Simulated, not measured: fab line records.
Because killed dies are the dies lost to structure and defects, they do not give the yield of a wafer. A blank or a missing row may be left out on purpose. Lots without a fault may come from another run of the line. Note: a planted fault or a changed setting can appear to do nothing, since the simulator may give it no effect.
Lot-split experiment + flow n5Finfet + 21 wafers read from 7 lots, route of 1938 steps

== THE SPLIT ==
At N5_PASSIVATION_PASS_ETCH_47 (etches SiNx in CF4/O2, target depth 770 nm, time 385 s), the setting sourceW was moved away from the recipe's 535 W on 4 of the 21 wafers read, by -16.7% to -14.0%. This setting was run at the recipe's value on the other wafers.

The split's own step is where the reading is taken.

== THE READING ==
rfVppV, in V, at N5_PASSIVATION_PASS_ETCH_47 (etches SiNx in CF4/O2, target depth 770 nm, time 385 s). A value of 241.1 V with a standard deviation of 2 V is what fault-free wafers of this fab line usually give.

| wafer  | tool, chamber at the split | sourceW as run, W | against the recipe | rfVppV, V | against lot-mates on the recipe |
|--------|----------------------------|-------------------|--------------------|-----------|---------------------------------|
| L075.1 | rieDiel-05, 2              | 535               | recipe             | 239.7     | -                               |
| L075.4 | rieDiel-05, 0              | 535               | recipe             | 242.5     | -                               |
| L075.5 | rieDiel-05, 1              | 535               | recipe             | 244.0     | -                               |
| L079.4 | rieDiel-05, 1              | 535               | recipe             | 243.1     | -                               |
| L079.5 | rieDiel-05, 2              | 535               | recipe             | 239.5     | -                               |
| L079.6 | rieDiel-05, 3              | 460               | -14.0%             | 260.9     | +19.6                           |
| L085.2 | rieDiel-01, 1              | 535               | recipe             | 242.5     | -                               |
| L085.3 | rieDiel-01, 0              | 445.8             | -16.7%             | 265.3     | +23.9                           |
| L085.6 | rieDiel-01, 3              | 535               | recipe             | 240.3     | -                               |
| L092.2 | rieDiel-04, 3              | 535               | recipe             | 242.2     | -                               |
| L092.3 | rieDiel-04, 0              | 535               | recipe             | 245.4     | -                               |
| L092.4 | rieDiel-04, 1              | 535               | recipe             | 240.6     | -                               |
| L093.4 | rieDiel-05, 0              | 535               | recipe             | 242.2     | -                               |
| L093.5 | rieDiel-05, 1              | 535               | recipe             | 243.7     | -                               |
| L093.6 | rieDiel-05, 2              | 535               | recipe             | 240.3     | -                               |
| L095.1 | rieDiel-01, 2              | 535               | recipe             | 240.7     | -                               |
| L095.4 | rieDiel-01, 3              | 535               | recipe             | 242.1     | -                               |
| L095.5 | rieDiel-01, 0              | 535               | recipe             | 240.8     | -                               |
| L097.2 | rieDiel-04, 0              | 535               | recipe             | 243.9     | -                               |
| L097.3 | rieDiel-04, 3              | 454.6             | -15.0%             | 261.1     | +17.2                           |
| L097.5 | rieDiel-04, 3              | 454.6             | -15.0%             | 261.7     | +17.8                           |

FIT RESULTS
A straight line over all 21 wafers: rfVppV changes by -1.34 V for each +1% of sourceW; r = -0.98; the points scatter about the line by 1.6 V.
The same after taking each lot's own level away (the mean of its wafers on the recipe; 21 wafers): -1.3 V for each +1%; r = -0.98; scatter 1.7 V.
According to that fit, moving sourceW by its largest amount changes the reading by 22 V.
The lots' own levels span 241.20 to 243.90 V, that is 1.3 times the standard deviation above.
The two slopes are in agreement: the lot-to-lot level therefore moves the slope only a little.
Check: for one of the wafers moved furthest among these (-16.7%), held out of the fit, the line's prediction against its lot-mates is +20.6 V. It came out at +23.9 V against them.
Tool readings at the split's step, against how far the setting was moved: rfVppV r = -0.98.

== THE WHOLE CHAIN: every reading that the file lists as answering this split, in the file's order ==
| step                        | what it does                                           | reading                                                       | change (the file's fit)              | r (the file's) |
|-----------------------------|--------------------------------------------------------|---------------------------------------------------------------|--------------------------------------|----------------|
| N5_PASSIVATION_PASS_ETCH_47 | etches SiNx in CF4/O2, target depth 770 nm, time 385 s | rfVppV                                                        | -1.34 V for each +1% of the setting  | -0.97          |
| N5_PASSIVATION_PASS_ETCH_47 | etches SiNx in CF4/O2, target depth 770 nm, time 385 s | etch.depthNm (the simulator's own value, which no gauge read) | +6.72 nm for each +1% of the setting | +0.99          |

== THE FILE'S OWN FIT ==
rfVppV changes by -1.34 V for each +1% of sourceW, r = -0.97.
